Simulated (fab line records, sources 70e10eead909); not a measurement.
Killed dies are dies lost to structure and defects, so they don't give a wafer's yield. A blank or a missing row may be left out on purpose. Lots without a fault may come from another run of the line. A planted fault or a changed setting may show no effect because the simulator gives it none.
Chamber matching | flow nand_harc | NHARC_P_GATE_DESCUM_31 on rie_diel-02: 4 sister chambers
The step chemistry O2, time 3 s. 4 wafers are shown with their chamber, then 7 later ones without.

WAFERS WITH THEIR CHAMBER
wafer  | chamber | showerhead_plenum_p_Torr (Torr)
L461.2 | 3       | 1.86
L464.4 | 2       | 1.90
L466.2 | 1       | 1.89
L466.3 | 0       | 1.98

WAFERS WITHOUT THEIR CHAMBER
wafer  | showerhead_plenum_p_Torr (Torr)
L466.4 | 1.86
L467.3 | 1.85
L467.5 | 1.85
L467.6 | 1.90
L469.1 | 1.89
L469.2 | 1.89
L469.3 | 1.85

WHICH CHAMBER EACH WENT THROUGH
wafer  | from the rows above     | in truth
L466.4 | 3                       | 3
L467.3 | 3                       | 3
L467.5 | 3                       | 3
L467.6 | can't be placed: 2 or 1 | 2
L469.1 | can't be placed: 1 or 2 | 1
L469.2 | can't be placed: 1 or 2 | 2
L469.3 | 3                       | 3
Placed correctly: 4 of 7. Can't be placed from these rows: 3 (the true chamber is among the candidates in 3). Placed wrongly: 0.
How it was worked out, from the rows above alone: a wafer's distance from a chamber is the root of the sum, over the readings, of the square of ((its reading less the chamber's mean) divided by the reading's scatter). The wafer belongs to the nearest chamber; if the next one is less than 2 further off, it can't be placed. A chamber's mean is the mean of its shown wafers. The scatter: with one shown wafer a chamber, the root of the mean of the squares of how far each hidden wafer lies from its nearest shown one.
